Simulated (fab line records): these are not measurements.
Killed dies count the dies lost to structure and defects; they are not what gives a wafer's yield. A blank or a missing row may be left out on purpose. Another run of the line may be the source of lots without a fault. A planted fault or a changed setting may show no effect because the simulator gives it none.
fab line records	flow n5Finfet
record: lots: 11	wafers: 33	lastDay: 18
route steps=1938 shown BEOL_M1@821 BEOL_M4@1111
lots that met no fault: from a run of the same line without faults
startH: hours from the record's opening day to when the first of the lot's shown wafers began	waitH: hours from the lot's prior step to this one	" unchanged from the row above	L1.1+2: several wafers, shown together as one row	- no value, or no start was given	* or withheld: withheld	< > ~ a bound
route shown NAME@n: NAME is a module with steps in the file, n the number in the route of the first one	usual: average and standard deviation across the fault-free wafers	same: alike in all rows	chamber/n: place in a boat	sites: each site's reading	_std_site: how widely they spread, as a standard deviation	_edge_site: outer sites' mean less inner sites'	radiusMm: how far each site lies from the wafer's centre	mask NAME#n: copy n	behind: the tool/chamber that last shaped the wafer	hold: why the lot went on hold/how many hours it stayed there/how the hold came to an end	device: which transistor (n, p or np) failed to switch	end of line: at the end of the route, the tests of the same wafers	a step with no rows: only its recipe	killed: count of dies lost to structure and defects at first sort (not the wafer's yield)	map: the dies of a wafer, with x for killed, . for not killed, _ for no die there
set.NAME: the setting as run; set.NAME@STEP: as run at that earlier step	model.NAME: the simulator's own value behind a step, which no gauge read
steps of the route over a sample of lots; a table a step, a row a wafer
services: from which hour (startH, from the record's first day; less than 0 if before it) a tool's chamber was out of use, for how many hours, and why
== steps ==
step: N5_BEOL_M1_ANNEAL_87
recipe: tempC: 400	timeS: 240	ambient: vacuum
usual: heaterPowerW: 847/72	susceptorTempC: 399.99/0.21
same: timeS: 240
lot.wafer	tool	chamber	startH	waitH	heaterPowerW	susceptorTempC
L787.2	pvdSputter-02	-	129.03	0.0	982	399.76
L787.4	"	-	"	"	858	400.30
L787.6	"	-	"	"	761	399.89
L788.1	pvdSputter-02	-	139.81	0.0	887	400.02
L788.4	"	-	"	"	895	399.90
L788.6	"	-	"	"	898	399.81
L789.3	pvdSputter-01	-	143.26	0.0	737	399.46
L789.5	"	-	"	"	748	399.63
L789.6	"	-	"	"	780	400.03
L790.2	pvdSputter-03	-	148.54	0.0	866	400.15
L790.4	"	-	"	"	921	400.33
L790.5	"	-	"	"	884	399.69
L792.1	pvdSputter-01	-	160.16	0.0	796	399.97
L792.3	"	-	"	"	884	399.86
L792.4	"	-	"	"	914	400.13
L795.4	pvdSputter-01	-	180.25	0.0	735	399.84
L795.5	"	-	"	"	742	399.46
L795.6	"	-	"	"	920	400.15
L801.2	pvdSputter-02	-	209.51	0.0	751	400.36
L801.4	"	-	"	"	879	399.75
L801.5	"	-	"	"	983	400.10
L800.1	pvdSputter-01	-	212.96	0.0	801	399.71
L800.3	"	-	"	"	890	400.24
L800.6	"	-	"	"	757	400.15
L807.1	pvdSputter-03	-	254.07	0.0	830	399.78
L807.5	"	-	"	"	858	400.19
L807.6	"	-	"	"	910	400.24
L808.1	pvdSputter-02	-	264.98	0.0	903	399.47
L808.4	"	-	"	"	981	399.51
L808.5	"	-	"	"	743	399.86
L810.2	pvdSputter-01	-	269.82	0.0	929	400.17
L810.3	"	-	"	"	782	400.34
L810.5	"	-	"	"	774	400.36
step: N5_BEOL_M1_CMP_52
recipe: stopOn: SiOC	tOverpolishS: 6.8	downForcePsi: 1	platenRpm: 50	clearingPlatenDownForcePsi: 1.5	clearingPlatenRpm: 50	postCmpClean: cuAlkaline	targetThkNm: 40	clearingPlatenPadVelocityMS: 0.99484	padVelocityMS: 0.99484
usual: barrierFieldEndpointS: 24.4/0.63	headPressurePsi: 1.0000/0.0023	motorCurrentA: 6.2/0.69	overpolishRunS: 6.799/0.0082	platenRpm: 50.00/0.034	slurryFilterDpKPa: 13.52/0.13	timeToEndpointS: 62/3.3
lot.wafer	tool	chamber	startH	waitH	barrierFieldEndpointS	headPressurePsi	motorCurrentA	overpolishRunS	platenRpm	slurryFilterDpKPa	timeToEndpointS
L787.4	cmp-01	0	130.54	0.1	24.8	0.9990	5.2	6.802	50.05	13.56	62
L787.2	"	1	"	"	24.8	1.0011	6.6	6.793	49.95	13.58	60
L787.6	"	1	"	"	24.7	1.0019	6.2	6.806	49.98	13.46	60
L788.4	cmp-04	0	141.32	0.1	24.5	1.0028	7.1	6.800	49.99	13.52	62
L788.1	"	1	"	"	23.8	0.9994	6.0	6.796	49.99	13.21	62
L788.6	"	1	"	"	24.6	1.0034	5.9	6.790	49.99	13.44	61
L789.3	cmp-03	2	144.85	0.2	25.3	0.9991	5.9	6.796	50.01	13.50	66
L789.6	"	0	"	"	25.4	0.9992	6.6	6.797	50.00	13.77	66
L789.5	"	1	"	"	25.0	1.0017	5.2	6.811	50.03	13.55	61
L790.4	cmp-01	2	150.32	0.3	24.7	1.0031	7.2	6.794	50.00	13.56	65
L790.2	"	3	"	"	23.8	1.0023	6.9	6.801	50.05	13.48	60
L790.5	"	1	"	"	23.8	1.0005	6.7	6.806	49.96	13.58	59
L792.3	cmp-01	3	161.67	0.2	23.6	0.9986	6.8	6.822	49.94	13.70	60
L792.1	"	0	"	"	24.6	0.9975	5.3	6.805	50.04	13.33	62
L792.4	"	2	"	"	24.3	1.0024	7.2	6.797	50.01	13.43	61
L795.4	cmp-04	3	181.84	0.2	24.7	1.0020	6.9	6.811	49.96	13.55	61
L795.5	"	1	"	"	33.2	0.7746	5.6	6.797	49.97	13.71	66
L795.6	"	2	"	"	25.2	1.0010	5.6	6.801	49.94	13.28	68
L801.4	cmp-03	2	211.02	0.1	25.6	1.0023	5.7	6.800	50.02	13.44	68
L801.2	"	3	"	"	24.1	0.9997	5.0	6.806	50.03	13.37	60
L801.5	"	3	"	"	24.8	1.0006	5.6	6.804	49.99	13.46	61
L800.3	cmp-03	1	214.53	0.2	24.3	0.9977	5.2	6.816	50.00	13.60	64
L800.1	"	3	"	"	24.1	1.0010	5.4	6.798	50.04	13.64	63
L800.6	"	1	"	"	24.7	1.0023	5.5	6.804	49.98	13.77	66
L807.1	cmp-01	3	255.58	0.3	23.2	1.0014	6.7	6.796	49.94	13.56	59
L807.6	"	3	"	"	24.7	1.0000	6.7	6.791	49.97	13.35	62
L807.5	"	0	"	"	24.7	0.9992	5.8	6.809	49.96	13.72	65
L808.4	cmp-03	2	266.50	0.1	24.8	1.0023	5.6	6.794	50.04	13.56	63
L808.1	"	1	"	"	23.9	0.9997	5.4	6.813	50.01	13.61	59
L808.5	"	2	"	"	24.6	0.9999	5.4	6.796	50.00	13.72	62
L810.3	cmp-03	3	271.39	0.2	23.5	0.9976	5.5	6.791	50.01	13.40	59
L810.2	"	1	"	"	23.7	0.9983	5.1	6.801	50.01	13.61	60
L810.5	"	2	"	"	24.9	1.0034	5.6	6.794	49.98	13.56	65
step: N5_BEOL_M4_RC_MEAS_101
usual: DIBL_N: 36.0/1.8	DIBL_P: 36.3/2.4	IOFF_N: 0.16/0.035	IOFF_P: 0.21/0.036	ION_N: 673/13	ION_P: 461/7.2	SS_N: 71.4/0.6	SS_P: 73.2/0.7	VT_N: 250/4	VT_P: -250.9/2.9
lot.wafer	tool	chamber	startH	waitH	DIBL_N[mV/V]	DIBL_P[mV/V]	IOFF_N[nA/um]	IOFF_P[nA/um]	ION_N[uA/um]	ION_P[uA/um]	SS_N[mV/dec]	SS_P[mV/dec]	VT_N[mV]	VT_P[mV]
L787.2	prober-01	0	159.93	0.2	40.9	41.0	0.27	0.32	695	472	72.0	74.4	240	-242.9
L787.4	"	0	"	"	39.8	39.5	0.23	0.29	695	474	72.1	74.1	245	-243.5
L787.6	"	0	"	"	36.5	35.0	0.16	0.23	669	465	71.2	72.4	252	-247.3
L788.1	prober-02	0	188.25	0.0	36.7	38.2	0.19	0.25	675	465	72.5	73.7	248	-248.4
L788.4	"	0	"	"	34.7	33.9	0.14	0.17	666	457	72.2	72.5	250	-252.9
L788.6	"	0	"	"	39.2	41.4	0.25	0.32	693	473	72.8	74.6	242	-245.7
L789.3	prober-01	0	191.50	0.3	36.3	37.4	0.17	0.21	683	462	71.5	73.8	248	-249.2
L789.5	"	0	"	"	35.8	37.5	0.16	0.22	672	468	70.7	72.9	250	-247.8
L789.6	"	0	"	"	38.5	40.0	0.23	0.26	702	475	71.8	73.9	245	-246.1
L790.2	prober-02	0	195.12	0.2	34.3	33.5	0.16	0.21	678	463	70.8	73.2	246	-247.1
L790.4	"	0	"	"	34.0	32.9	0.14	0.19	670	459	71.3	72.7	250	-249.6
L790.5	"	0	"	"	32.7	30.7	0.12	0.16	653	461	71.3	72.2	252	-251.3
L792.1	prober-02	0	218.00	0.0	32.7	32.6	0.10	0.14	643	446	70.0	71.9	259	-257.7
L792.3	"	0	"	"	34.2	34.1	0.12	0.16	663	453	71.5	72.7	255	-254.1
L792.4	"	0	"	"	35.7	37.3	0.15	0.20	692	471	71.5	73.3	248	-249.6
L795.4	prober-01	0	221.29	0.5	37.1	38.9	0.18	0.20	690	466	70.7	73.9	244	-253.0
L795.5	"	0	"	"	38.0	39.6	0.18	0.22	681	464	71.6	74.2	247	-252.3
L795.6	"	0	"	"	40.5	43.6	0.26	0.29	697	464	72.0	74.2	242	-248.7
L800.1	prober-01	0	250.12	0.0	35.5	34.8	0.15	0.20	685	470	71.1	72.8	250	-249.7
L800.3	"	0	"	"	33.3	33.1	0.12	0.18	669	456	70.8	72.4	252	-249.3
L800.6	"	0	"	"	35.3	34.6	0.15	0.19	677	462	70.9	72.5	251	-251.7
L801.2	prober-02	0	250.14	0.2	35.4	34.5	0.16	0.22	674	466	71.8	73.3	249	-246.7
L801.4	"	0	"	"	36.7	35.9	0.19	0.23	676	461	71.8	73.2	248	-249.6
L801.5	"	0	"	"	34.1	33.8	0.14	0.20	674	462	71.0	72.8	249	-249.5
L807.1	prober-02	0	286.98	0.0	36.0	35.9	0.15	0.20	675	461	71.1	74.0	252	-250.9
L807.5	"	0	"	"	33.0	32.7	0.11	0.16	668	459	70.9	73.1	253	-252.0
L807.6	"	0	"	"	37.4	36.6	0.16	0.21	667	457	71.4	73.7	253	-251.4
L808.1	prober-01	0	316.37	0.0	36.3	34.9	0.15	0.20	679	465	71.5	73.1	246	-251.2
L808.4	"	0	"	"	36.6	36.3	0.15	0.22	671	459	70.9	73.6	249	-251.9
L808.5	"	0	"	"	35.2	33.6	0.13	0.17	661	450	71.0	71.9	250	-253.3
L810.2	prober-01	0	318.44	0.2	37.2	37.1	0.16	0.21	673	457	71.4	73.4	250	-252.4
L810.3	"	0	"	"	37.9	36.6	0.16	0.21	681	461	72.1	74.0	250	-252.9
L810.5	"	0	"	"	39.3	38.0	0.20	0.25	687	464	72.2	73.7	247	-246.7
== services ==
tool	chamber	startH	hours	kind
cmp-01	-	132.22	4.6	pm
pvdSputter-02	-	162.27	23.5	repair
cmp-01	-	178.17	4.0	pm
cmp-01	-	182.17	-	consumableReplace:conditioner
cmp-01	-	182.17	-	consumableReplace:pad
cmp-01	-	183.39	0.2	repair
cmp-04	-	227.87	4.1	pm
cmp-01	-	240.40	0.8	repair
cmp-03	-	240.84	7.0	pm
cmp-04	-	249.13	2.6	repair
cmp-01	-	262.66	2.6	repair
cmp-01	-	269.90	1.7	repair
== key ==
firstSign: step: N5_BEOL_M1_CMP_52	reading: headPressurePsi	direction: down	sigmas: 99+	usual: 1.0000	struck: 0.7746
effect: step: N5_BEOL_M1_CMP_52	reading: barrierFieldEndpointS	direction: up	sigmas: 14	usual: 24.4	struck: 33.2
metAt N5_BEOL_M1_CMP_52
struckLots L795
struckWafers L795.5
notActingAt N5_BEOL_M1_ANNEAL_87
fault: kind: processParameterDrift	tool: cmp-04	chamber: 1	onsetH: 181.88	steps: N5_BEOL_M1_CMP_52	channel: downForcePsi	offset: -0.22802	shape: step	endH: 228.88	actsIn: theseRecipesOnly	stated: 1
